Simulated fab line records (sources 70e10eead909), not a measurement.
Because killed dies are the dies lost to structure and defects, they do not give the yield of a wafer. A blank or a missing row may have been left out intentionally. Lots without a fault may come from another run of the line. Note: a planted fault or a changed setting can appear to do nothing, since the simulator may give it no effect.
Chamber matching | flow nand harc | NHARC_A_CONTACT_ETCH_78 on rie diel-02: 4 sister chambers
The step etches the open film in O2/COS, target depth 5300 nm, time 1378 s. 4 wafers are shown with their chamber, then 7 later ones without.

EACH WAFER AND ITS CHAMBER
wafer  | chamber | drypump motor current A (A)
L657.2 | 1       | 5.8
L657.5 | 0       | 4.8
L660.3 | 3       | 6.5
L660.4 | 2       | 5.2

WAFERS MISSING THEIR CHAMBER
wafer  | drypump motor current A (A)
L660.5 | 4.8
L661.1 | 5.2
L661.5 | 5.8
L661.6 | 5.2
L664.1 | 5.7
L664.4 | 6.5
L664.5 | 4.9

WHICH CHAMBER EACH WENT THROUGH
wafer  | from the rows above | in truth
L660.5 | 0                   | 0
L661.1 | 2                   | 2
L661.5 | 1                   | 1
L661.6 | 2                   | 2
L664.1 | 1                   | 1
L664.4 | 3                   | 3
L664.5 | 0                   | 0
Correct placement for 7 of the 7. Not placeable from these rows: 0. 0 placed wrongly.
How it was worked out, from the rows above alone: a wafer's distance from a chamber is the root of the sum, over the readings, of the square of ((its reading less the chamber's mean) divided by the reading's scatter). The wafer belongs to the nearest chamber; if the next one is less than 2 further off, it can't be placed. Each chamber's mean is taken over the wafers shown for it. The scatter: with one shown wafer a chamber, the root of the mean of the squares of how far each hidden wafer lies from its nearest shown one.
